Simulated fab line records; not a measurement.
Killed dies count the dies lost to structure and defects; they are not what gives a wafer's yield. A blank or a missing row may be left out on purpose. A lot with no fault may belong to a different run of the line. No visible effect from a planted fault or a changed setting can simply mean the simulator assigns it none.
Which tool was responsible? || flow nand harc || Sampling: 12 lots, 36 wafers, 4 of 1159 route steps

WHAT THE GAUGES SHOWED, per wafer
No reading from a measuring or inspecting step in the record can be judged against a usual standard deviation.

TOOL THAT RAN EACH LOT (tool first, then ch and the chambers of the sampled wafers, then the start)
{"lot": "L292", "NHARC_A_STAIRCASE_ETCH_453": "rie diel-04 ch 0,1,3, day 11 15:26 or earlier", "NHARC_A_STAIRCASE_STRIP_476": "rie diel-13 ch 0,1,3, day 11 15:26", "NHARC_A_STAIRCASE_DEP_151": "pecvd-04 ch 0,1, day 12 03:46", "NHARC_A_STAIRCASE_DEP_325": "pecvd-04 ch 0,2, day 12 18:49"}
{"lot": "L293", "NHARC_A_STAIRCASE_ETCH_453": "rie diel-02 ch 0,1,2, day 12 06:20 or earlier", "NHARC_A_STAIRCASE_STRIP_476": "rie diel-02 ch 0,1,3, day 12 06:20", "NHARC_A_STAIRCASE_DEP_151": "pecvd-04 ch 0,1,2, day 12 22:16", "NHARC_A_STAIRCASE_DEP_325": "pecvd-04 ch 0,1,2, day 13 14:07"}
{"lot": "L294", "NHARC_A_STAIRCASE_ETCH_453": "rie diel-02 ch 0,2, day 12 09:18 or earlier", "NHARC_A_STAIRCASE_STRIP_476": "rie diel-02 ch 1,2,3, day 12 09:18", "NHARC_A_STAIRCASE_DEP_151": "pecvd-01 ch 0,2, day 12 22:10", "NHARC_A_STAIRCASE_DEP_325": "pecvd-01 ch 0,1,2, day 13 14:08"}
{"lot": "L295", "NHARC_A_STAIRCASE_ETCH_453": "rie diel-04 ch 0,1,3, day 12 18:56 or earlier", "NHARC_A_STAIRCASE_STRIP_476": "rie diel-02 ch 0,1,3, day 12 18:56", "NHARC_A_STAIRCASE_DEP_151": "pecvd-04 ch 0,1,2, day 13 07:35", "NHARC_A_STAIRCASE_DEP_325": "pecvd-04 ch 0,1,2, day 13 23:10"}
{"lot": "L299", "NHARC_A_STAIRCASE_ETCH_453": "rie diel-02 ch 0,3, day 13 21:25 or earlier", "NHARC_A_STAIRCASE_STRIP_476": "rie diel-04 ch 0,1,3, day 13 21:25", "NHARC_A_STAIRCASE_DEP_151": "pecvd-04 ch 0,2, day 14 07:07", "NHARC_A_STAIRCASE_DEP_325": "pecvd-01 ch 0,1,2, day 15 00:02"}
{"lot": "L302", "NHARC_A_STAIRCASE_ETCH_453": "rie diel-13 ch 0,2,3, day 14 08:59 or earlier", "NHARC_A_STAIRCASE_STRIP_476": "rie diel-02 ch 0,1,3, day 14 08:59", "NHARC_A_STAIRCASE_DEP_151": "pecvd-03 ch 0,1,2, day 14 21:08", "NHARC_A_STAIRCASE_DEP_325": "pecvd-04 ch 0,1, day 15 13:04"}
{"lot": "L305", "NHARC_A_STAIRCASE_ETCH_453": "rie diel-13 ch 0,1, day 15 04:30 or earlier", "NHARC_A_STAIRCASE_STRIP_476": "rie diel-02 ch 0,2,3, day 15 04:30", "NHARC_A_STAIRCASE_DEP_151": "pecvd-04 ch 1,2, day 15 13:49", "NHARC_A_STAIRCASE_DEP_325": "pecvd-04 ch 0,1,2, day 16 05:41"}
{"lot": "L307", "NHARC_A_STAIRCASE_ETCH_453": "rie diel-04 ch 0,1,2, day 15 22:32 or earlier", "NHARC_A_STAIRCASE_STRIP_476": "rie diel-04 ch 0,3, day 15 22:32", "NHARC_A_STAIRCASE_DEP_151": "pecvd-01 ch 0,2, day 16 10:44", "NHARC_A_STAIRCASE_DEP_325": "pecvd-01 ch 0,2, day 17 02:52"}
{"lot": "L308", "NHARC_A_STAIRCASE_ETCH_453": "rie diel-04 ch 0,1,3, day 15 23:35 or earlier", "NHARC_A_STAIRCASE_STRIP_476": "rie diel-13 ch 0,1,2, day 15 23:35", "NHARC_A_STAIRCASE_DEP_151": "pecvd-04 ch 0,1,2, day 16 10:38", "NHARC_A_STAIRCASE_DEP_325": "pecvd-01 ch 0,1,2, day 17 03:20"}
{"lot": "L309", "NHARC_A_STAIRCASE_ETCH_453": "rie diel-02 ch 2,3, day 16 03:16 or earlier", "NHARC_A_STAIRCASE_STRIP_476": "rie diel-13 ch 0,1, day 16 03:16", "NHARC_A_STAIRCASE_DEP_151": "pecvd-01 ch 0,1, day 16 15:31", "NHARC_A_STAIRCASE_DEP_325": "pecvd-03 ch 0,2, day 17 02:52"}
{"lot": "L311", "NHARC_A_STAIRCASE_ETCH_453": "rie diel-02 ch 0,1,3, day 16 16:00 or earlier", "NHARC_A_STAIRCASE_STRIP_476": "rie diel-13 ch 0,2, day 16 16:00", "NHARC_A_STAIRCASE_DEP_151": "pecvd-03 ch 0,2, day 17 03:43", "NHARC_A_STAIRCASE_DEP_325": "pecvd-01 ch 0,2, day 17 21:35"}
{"lot": "L313", "NHARC_A_STAIRCASE_ETCH_453": "rie diel-02 ch 1,2, day 17 02:38 or earlier", "NHARC_A_STAIRCASE_STRIP_476": "rie diel-02 ch 0,2,3, day 17 02:38", "NHARC_A_STAIRCASE_DEP_151": "pecvd-04 ch 0,1, day 17 15:26", "NHARC_A_STAIRCASE_DEP_325": "pecvd-01 ch 0,2, day 18 07:34"}
- NHARC_A_STAIRCASE_ETCH_453: etches the open film in CF4/O2, target depth 30 nm, overetch 3 nm, time 16.5 s.
- NHARC_A_STAIRCASE_STRIP_476: strips in O2, time 20 s.
- NHARC_A_STAIRCASE_DEP_151: deposits SiO2, target thk 3800 nm.
- NHARC_A_STAIRCASE_DEP_325: deposits SiO2, target thk 3800 nm.

AS READ BY THE TOOLS THEMSELVES (means over the sampled wafers that have a number; for cases with no such wafer, the mark the record gives instead)
NHARC_A_STAIRCASE_ETCH_453. Usual: drypump motor current A 5.8 A, standard deviation 0.41; oes product au 1.001 a.u., standard deviation 0.012; rf vpp V 197.5 V, standard deviation 1.5; showerhead plenum p Torr 1.32 Torr, standard deviation 0.055; throttle valve pct 13.397 %, standard deviation 0.0087.
{"lot": "L292", "tool": "rie diel-04", "drypump motor current A (A)": 6.2, "oes product au (a.u.)": 1.006, "rf vpp V (V)": 196.1, "showerhead plenum p Torr (Torr)": 1.29, "throttle valve pct (%)": 13.395, "flag": ""}
{"lot": "L293", "tool": "rie diel-02", "drypump motor current A (A)": 5.7, "oes product au (a.u.)": 1.003, "rf vpp V (V)": 197.9, "showerhead plenum p Torr (Torr)": 1.32, "throttle valve pct (%)": 13.401, "flag": ""}
{"lot": "L294", "tool": "rie diel-02", "drypump motor current A (A)": 5.6, "oes product au (a.u.)": 1.009, "rf vpp V (V)": 197.9, "showerhead plenum p Torr (Torr)": 1.32, "throttle valve pct (%)": 13.404, "flag": ""}
{"lot": "L295", "tool": "rie diel-04", "drypump motor current A (A)": 6.1, "oes product au (a.u.)": 1.002, "rf vpp V (V)": 196.7, "showerhead plenum p Torr (Torr)": 1.29, "throttle valve pct (%)": 13.407, "flag": ""}
{"lot": "L299", "tool": "rie diel-02", "drypump motor current A (A)": 5.4, "oes product au (a.u.)": 1.008, "rf vpp V (V)": 198.0, "showerhead plenum p Torr (Torr)": 1.37, "throttle valve pct (%)": 13.404, "flag": ""}
{"lot": "L302", "tool": "rie diel-13", "drypump motor current A (A)": 5.5, "oes product au (a.u.)": 0.994, "rf vpp V (V)": 197.2, "showerhead plenum p Torr (Torr)": 1.33, "throttle valve pct (%)": 13.393, "flag": ""}
{"lot": "L305", "tool": "rie diel-13", "drypump motor current A (A)": 6.0, "oes product au (a.u.)": 1.003, "rf vpp V (V)": 196.6, "showerhead plenum p Torr (Torr)": 1.30, "throttle valve pct (%)": 13.401, "flag": ""}
{"lot": "L307", "tool": "rie diel-04", "drypump motor current A (A)": 6.2, "oes product au (a.u.)": 1.000, "rf vpp V (V)": 198.0, "showerhead plenum p Torr (Torr)": 1.34, "throttle valve pct (%)": 13.396, "flag": ""}
{"lot": "L308", "tool": "rie diel-04", "drypump motor current A (A)": 6.1, "oes product au (a.u.)": 1.004, "rf vpp V (V)": 196.1, "showerhead plenum p Torr (Torr)": 1.28, "throttle valve pct (%)": 13.404, "flag": ""}
{"lot": "L309", "tool": "rie diel-02", "drypump motor current A (A)": 5.6, "oes product au (a.u.)": 1.004, "rf vpp V (V)": 198.6, "showerhead plenum p Torr (Torr)": 1.36, "throttle valve pct (%)": 13.394, "flag": ""}
{"lot": "L311", "tool": "rie diel-02", "drypump motor current A (A)": 5.5, "oes product au (a.u.)": 0.989, "rf vpp V (V)": 197.3, "showerhead plenum p Torr (Torr)": 1.33, "throttle valve pct (%)": 13.398, "flag": ""}
{"lot": "L313", "tool": "rie diel-02", "drypump motor current A (A)": 5.7, "oes product au (a.u.)": 0.991, "rf vpp V (V)": 197.8, "showerhead plenum p Torr (Torr)": 1.30, "throttle valve pct (%)": 13.387, "flag": ""}

NHARC_A_STAIRCASE_STRIP_476. Usual: drypump motor current A 5.8 A, standard deviation 0.41; oes product au 1.000 a.u., standard deviation 0.013; rf vpp V 57.8 V, standard deviation 0.88; showerhead plenum p Torr 3.51 Torr, standard deviation 0.14; throttle valve pct 17.037 %, standard deviation 0.0088.
{"lot": "L292", "tool": "rie diel-13", "drypump motor current A (A)": 5.7, "oes product au (a.u.)": 1.001, "rf vpp V (V)": 58.5, "showerhead plenum p Torr (Torr)": 3.54, "throttle valve pct (%)": 17.039, "flag": ""}
{"lot": "L293", "tool": "rie diel-02", "drypump motor current A (A)": 5.5, "oes product au (a.u.)": 1.015, "rf vpp V (V)": 57.1, "showerhead plenum p Torr (Torr)": 3.53, "throttle valve pct (%)": 17.042, "flag": ""}
{"lot": "L294", "tool": "rie diel-02", "drypump motor current A (A)": 5.7, "oes product au (a.u.)": 1.003, "rf vpp V (V)": 57.6, "showerhead plenum p Torr (Torr)": 3.54, "throttle valve pct (%)": 17.031, "flag": ""}
{"lot": "L295", "tool": "rie diel-02", "drypump motor current A (A)": 5.4, "oes product au (a.u.)": 1.008, "rf vpp V (V)": 58.2, "showerhead plenum p Torr (Torr)": 3.52, "throttle valve pct (%)": 17.035, "flag": ""}
{"lot": "L299", "tool": "rie diel-04", "drypump motor current A (A)": 6.1, "oes product au (a.u.)": 1.001, "rf vpp V (V)": 57.8, "showerhead plenum p Torr (Torr)": 3.41, "throttle valve pct (%)": 17.040, "flag": ""}
{"lot": "L302", "tool": "rie diel-02", "drypump motor current A (A)": 5.5, "oes product au (a.u.)": 0.994, "rf vpp V (V)": 58.4, "showerhead plenum p Torr (Torr)": 3.52, "throttle valve pct (%)": 17.037, "flag": ""}
{"lot": "L305", "tool": "rie diel-02", "drypump motor current A (A)": 5.6, "oes product au (a.u.)": 0.999, "rf vpp V (V)": 57.7, "showerhead plenum p Torr (Torr)": 3.54, "throttle valve pct (%)": 17.036, "flag": ""}
{"lot": "L307", "tool": "rie diel-04", "drypump motor current A (A)": 5.9, "oes product au (a.u.)": 0.998, "rf vpp V (V)": 57.2, "showerhead plenum p Torr (Torr)": 3.32, "throttle valve pct (%)": 17.035, "flag": ""}
{"lot": "L308", "tool": "rie diel-13", "drypump motor current A (A)": 5.8, "oes product au (a.u.)": 0.997, "rf vpp V (V)": 58.4, "showerhead plenum p Torr (Torr)": 3.42, "throttle valve pct (%)": 17.042, "flag": ""}
{"lot": "L309", "tool": "rie diel-13", "drypump motor current A (A)": 5.6, "oes product au (a.u.)": 0.991, "rf vpp V (V)": 57.2, "showerhead plenum p Torr (Torr)": 3.38, "throttle valve pct (%)": 17.044, "flag": ""}
{"lot": "L311", "tool": "rie diel-13", "drypump motor current A (A)": 5.6, "oes product au (a.u.)": 0.987, "rf vpp V (V)": 57.8, "showerhead plenum p Torr (Torr)": 3.40, "throttle valve pct (%)": 17.036, "flag": ""}
{"lot": "L313", "tool": "rie diel-02", "drypump motor current A (A)": 5.6, "oes product au (a.u.)": 1.000, "rf vpp V (V)": 57.8, "showerhead plenum p Torr (Torr)": 3.53, "throttle valve pct (%)": 17.047, "flag": ""}

NHARC_A_STAIRCASE_DEP_151. Usual: heater power w 657 W, standard deviation 100; mfc precursor sccm 200.0 sccm, standard deviation 0.67; rf fwd power W 499.5 W, standard deviation 1.3.
{"lot": "L292", "tool": "pecvd-04", "heater power w (W)": 709, "mfc precursor sccm (sccm)": 198.7, "rf fwd power W (W)": 497.6, "flag": ""}
{"lot": "L293", "tool": "pecvd-04", "heater power w (W)": 653, "mfc precursor sccm (sccm)": 199.5, "rf fwd power W (W)": 498.0, "flag": ""}
{"lot": "L294", "tool": "pecvd-01", "heater power w (W)": 630, "mfc precursor sccm (sccm)": 199.4, "rf fwd power W (W)": 498.1, "flag": ""}
{"lot": "L295", "tool": "pecvd-04", "heater power w (W)": 737, "mfc precursor sccm (sccm)": 200.8, "rf fwd power W (W)": 499.2, "flag": ""}
{"lot": "L299", "tool": "pecvd-04", "heater power w (W)": 613, "mfc precursor sccm (sccm)": 199.7, "rf fwd power W (W)": 498.3, "flag": ""}
{"lot": "L302", "tool": "pecvd-03", "heater power w (W)": 779, "mfc precursor sccm (sccm)": 199.9, "rf fwd power W (W)": 500.0, "flag": ""}
{"lot": "L305", "tool": "pecvd-04", "heater power w (W)": 648, "mfc precursor sccm (sccm)": 199.2, "rf fwd power W (W)": 500.3, "flag": ""}
{"lot": "L307", "tool": "pecvd-01", "heater power w (W)": 580, "mfc precursor sccm (sccm)": 200.3, "rf fwd power W (W)": 499.8, "flag": ""}
{"lot": "L308", "tool": "pecvd-04", "heater power w (W)": 675, "mfc precursor sccm (sccm)": 199.8, "rf fwd power W (W)": 499.0, "flag": ""}
{"lot": "L309", "tool": "pecvd-01", "heater power w (W)": 617, "mfc precursor sccm (sccm)": 199.9, "rf fwd power W (W)": 500.3, "flag": ""}
{"lot": "L311", "tool": "pecvd-03", "heater power w (W)": 774, "mfc precursor sccm (sccm)": 200.0, "rf fwd power W (W)": 498.5, "flag": ""}
{"lot": "L313", "tool": "pecvd-04", "heater power w (W)": 690, "mfc precursor sccm (sccm)": 200.1, "rf fwd power W (W)": 498.3, "flag": ""}

NHARC_A_STAIRCASE_DEP_325. Usual: heater power w 665 W, standard deviation 110; mfc precursor sccm 200.0 sccm, standard deviation 0.59; rf fwd power W 499.4 W, standard deviation 1.5.
{"lot": "L292", "tool": "pecvd-04", "heater power w (W)": 677, "mfc precursor sccm (sccm)": 199.6, "rf fwd power W (W)": 499.0, "flag": ""}
{"lot": "L293", "tool": "pecvd-04", "heater power w (W)": 653, "mfc precursor sccm (sccm)": 199.4, "rf fwd power W (W)": 500.3, "flag": ""}
{"lot": "L294", "tool": "pecvd-01", "heater power w (W)": 651, "mfc precursor sccm (sccm)": 200.1, "rf fwd power W (W)": 499.9, "flag": ""}
{"lot": "L295", "tool": "pecvd-04", "heater power w (W)": 681, "mfc precursor sccm (sccm)": 200.2, "rf fwd power W (W)": 499.5, "flag": ""}
{"lot": "L299", "tool": "pecvd-01", "heater power w (W)": 586, "mfc precursor sccm (sccm)": 199.8, "rf fwd power W (W)": 499.9, "flag": ""}
{"lot": "L302", "tool": "pecvd-04", "heater power w (W)": 669, "mfc precursor sccm (sccm)": 199.2, "rf fwd power W (W)": 566.0, "flag": "OFF"}
{"lot": "L305", "tool": "pecvd-04", "heater power w (W)": 609, "mfc precursor sccm (sccm)": 199.6, "rf fwd power W (W)": 565.9, "flag": "OFF"}
{"lot": "L307", "tool": "pecvd-01", "heater power w (W)": 523, "mfc precursor sccm (sccm)": 199.7, "rf fwd power W (W)": 498.5, "flag": ""}
{"lot": "L308", "tool": "pecvd-01", "heater power w (W)": 557, "mfc precursor sccm (sccm)": 200.0, "rf fwd power W (W)": 498.7, "flag": ""}
{"lot": "L309", "tool": "pecvd-03", "heater power w (W)": 742, "mfc precursor sccm (sccm)": 200.1, "rf fwd power W (W)": 499.4, "flag": ""}
{"lot": "L311", "tool": "pecvd-01", "heater power w (W)": 596, "mfc precursor sccm (sccm)": 200.2, "rf fwd power W (W)": 499.4, "flag": ""}
{"lot": "L313", "tool": "pecvd-01", "heater power w (W)": 605, "mfc precursor sccm (sccm)": 200.8, "rf fwd power W (W)": 502.2, "flag": ""}

THE ANSWER, worked out from the rows above alone
Rule: take the mean of a lot's wafers that have a number; if it is more than 3 standard deviations from the usual mean, the lot is off. A lot without any number at a reading at which 4 lots or more have one is off too. Where the step has rows for the other lots, those lots are counted as sound. The gauges are gone through in route order, then the tools' own readings, and for those a lot's mean is taken as printed above. The first step at which some lot is off is used, and at that step the reading that is off furthest; a lot without a number counts as furthest.
Off: L302, L305 (NHARC_A_STAIRCASE_DEP_325, rf fwd power W).
If a tool, at that step or one of the process steps before it, ran each lot that is off and ran no sound lot following the first of them, it fits. Because NHARC_A_STAIRCASE_ETCH_453 lacks a start for some lots, the hours and order of its lots are taken from NHARC_A_STAIRCASE_STRIP_476. Undecided on this evidence; 2 tools fit (rie diel-13 at NHARC_A_STAIRCASE_ETCH_453, pecvd-04 at NHARC_A_STAIRCASE_DEP_325).

WHAT THE SIMULATOR PUT IN
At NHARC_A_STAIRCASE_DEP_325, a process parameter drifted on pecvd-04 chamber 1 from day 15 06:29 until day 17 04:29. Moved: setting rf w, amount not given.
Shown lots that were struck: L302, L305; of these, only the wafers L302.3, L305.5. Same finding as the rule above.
